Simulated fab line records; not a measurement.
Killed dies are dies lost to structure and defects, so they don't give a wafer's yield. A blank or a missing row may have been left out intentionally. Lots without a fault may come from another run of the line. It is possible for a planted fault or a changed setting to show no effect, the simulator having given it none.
Check of tool commonality	flow nand_harc	Sample size 13 lots and 39 wafers

== WHY THIS WAS OPENED ==
Flagged at NHARC_END_SORT_01: reading killed_at_array, on 3 of 13 lots. Wafers without a fault read 52, standard deviation 20.
Rule: flag the lot when none of its wafers has a number, or when each of its wafers that has one lies beyond 4 standard deviations from that mean. All remaining lots are regarded as sound.

lot	measured	on	killed_at_array, wafer by wafer	flag
L535	day 24 12:26	prober-01	48 48 48	
L537	day 25 01:58	prober-02	53 47 54	
L539	day 26 16:48	prober-01	23 16 16	
L538	day 26 17:32	prober-02	67 54 59	
L542	day 27 08:38	prober-02	23 20 28	
L549	day 30 17:19	prober-02	675 667 673	FLAGGED
L551	day 30 23:29	prober-02	672 673 670	FLAGGED
L550	day 31 01:32	prober-01	673 675 670	FLAGGED
L552	day 31 07:44	prober-01	80 77 68	
L553	day 32 04:54	prober-02	59 53 64	
L555	day 33 10:22	prober-01	49 47 46	
L556	day 33 11:07	prober-02	23 26 21	
L557	day 34 08:01	prober-01	60 40 62	
The numbers of the flagged lots are 672 on average: +620 against the usual, or +31 standard deviations.

== EACH LOT AND THE TOOL IT RAN ON ==
The record holds 4 process steps before the reading, out of a route of 1302 steps. In each cell: the tool, then ch and the chambers that the sampled wafers went through, then the start.
lot	flag	NHARC_A_CHANNEL_FILL_D2_ETCHBACK_19	NHARC_A_CHANNEL_FILL_D2_ETCHBACK_20	NHARC_A_CHANNEL_FILL_D2_ALD_25	NHARC_A_CHANNEL_FILL_D2_CMP_10
L535		rie_si-06 ch 0,1,2, day 14 13:20	rie_diel-11 ch 0,2,3, day 14 13:28	ald_hk-02 ch 0,1, day 15 00:47	cmp-01 ch 0,1,2, day 15 12:13
L537		rie_si-06 ch 0,2,3, day 15 14:25	rie_diel-11 ch 0,1,3, day 15 14:32	ald_hk-02 ch 0,1,3, day 16 02:27	cmp-01 ch 1,2,3, day 16 13:44
L539		rie_si-04 ch 2,3, day 16 09:35	rie_diel-13 ch 0,1,3, day 16 09:42	ald_hk-01 ch 0,1,2, day 16 22:22	cmp-03 ch 0,3, day 17 09:44
L538		rie_si-02 ch 1,2, day 16 05:18	rie_diel-09 ch 0,2, day 16 05:26	ald_hk-04 ch 0,2, day 16 16:50	cmp-03 ch 1,2, day 17 04:08
L542		rie_si-04 ch 0,1,2, day 17 05:34	rie_diel-13 ch 2,3, day 17 05:41	ald_hk-01 ch 0,1,3, day 17 21:39	cmp-01 ch 0,1, day 18 07:40
L549	FLAGGED	rie_si-04 ch 0,1,2, day 20 21:40	rie_diel-13 ch 0,2,3, day 20 21:49	ald_hk-01 ch 1,2,3, day 21 11:04	cmp-04 ch 1,3, day 21 21:16
L551	FLAGGED	rie_si-02 ch 1,2,3, day 21 10:20	rie_diel-13 ch 1,2,3, day 21 10:26	ald_hk-01 ch 0,1,3, day 22 01:02	cmp-04 ch 0,1,2, day 22 12:21
L550	FLAGGED	rie_si-06 ch 0,3, day 20 21:40	rie_diel-11 ch 0,1,3, day 20 21:49	ald_hk-04 ch 0,1,3, day 21 11:06	cmp-01 ch 0,2,3, day 21 21:21
L552		rie_si-06 ch 0,3, day 21 10:19	rie_diel-09 ch 0,1,3, day 21 10:27	ald_hk-04 ch 0,3, day 22 01:02	cmp-01 ch 2,3, day 22 12:16
L553		rie_si-04 ch 1,2,3, day 22 02:58	rie_diel-11 ch 0,1,3, day 22 03:04	ald_hk-01 ch 0,2,3, day 22 15:25	cmp-01 ch 0,1, day 23 02:14
L555		rie_si-04 ch 0,1,3, day 23 13:04	rie_diel-13 ch 0,1,3, day 23 13:11	ald_hk-04 ch 0,1,3, day 24 01:40	cmp-03 ch 0,1,3, day 24 13:01
L556		rie_si-06 ch 0,1,3, day 23 13:05	rie_diel-11 ch 0,1,2, day 23 13:11	ald_hk-01 ch 1,2,3, day 24 02:55	cmp-04 ch 1,2,3, day 24 13:06
L557		rie_si-02 ch 0,2, day 24 04:17	rie_diel-11 ch 0,1,2, day 24 04:24	ald_hk-04 ch 0,1,2, day 24 17:35	cmp-01 ch 0,2, day 25 03:40
What these steps do:
- NHARC_A_CHANNEL_FILL_D2_ETCHBACK_19: etches the open film in HBr/Cl2, target depth 5 nm, time 1.7 s.
- NHARC_A_CHANNEL_FILL_D2_ETCHBACK_20: etches the open film in C4F8/O2/Ar, target depth 27 nm, time 13.5 s.
- NHARC_A_CHANNEL_FILL_D2_ALD_25: deposits SiOx, target thk 60 nm, pulse time 10 s, ald cycles 600.
- NHARC_A_CHANNEL_FILL_D2_CMP_10: polishes, target thk 150 nm.
- NHARC_END_SORT_01

== FLAGGED AGAINST TOTAL, ONE TOOL AT A TIME (gauges that did the reading follow at the end) ==
step	tool	lots run	flagged	share of the flagged lots	sound lots run after its first flagged lot
NHARC_A_CHANNEL_FILL_D2_ETCHBACK_19	rie_si-02	3	1	some	1 (L557)
NHARC_A_CHANNEL_FILL_D2_ETCHBACK_19	rie_si-04	5	1	some	2 (L553,L555)
NHARC_A_CHANNEL_FILL_D2_ETCHBACK_19	rie_si-06	5	1	some	2 (L552,L556)
NHARC_A_CHANNEL_FILL_D2_ETCHBACK_20	rie_diel-09	2	0	none	-
NHARC_A_CHANNEL_FILL_D2_ETCHBACK_20	rie_diel-11	6	1	some	3 (L553,L556,L557)
NHARC_A_CHANNEL_FILL_D2_ETCHBACK_20	rie_diel-13	5	2	some	1 (L555)
NHARC_A_CHANNEL_FILL_D2_ALD_25	ald_hk-01	6	2	some	2 (L553,L556)
NHARC_A_CHANNEL_FILL_D2_ALD_25	ald_hk-02	2	0	none	-
NHARC_A_CHANNEL_FILL_D2_ALD_25	ald_hk-04	5	1	some	3 (L552,L555,L557)
NHARC_A_CHANNEL_FILL_D2_CMP_10	cmp-01	7	1	some	3 (L552,L553,L557)
NHARC_A_CHANNEL_FILL_D2_CMP_10	cmp-03	3	0	none	-
NHARC_A_CHANNEL_FILL_D2_CMP_10	cmp-04	3	2	some	1 (L556)
NHARC_END_SORT_01	prober-01	6	1	some	3 (L552,L555,L557)
NHARC_END_SORT_01	prober-02	7	2	some	2 (L553,L556)

== THE TABLE: WHAT IT ALLOWS ==
No row of the table ran every flagged lot.

== WHAT THE SIMULATOR PUT IN ==
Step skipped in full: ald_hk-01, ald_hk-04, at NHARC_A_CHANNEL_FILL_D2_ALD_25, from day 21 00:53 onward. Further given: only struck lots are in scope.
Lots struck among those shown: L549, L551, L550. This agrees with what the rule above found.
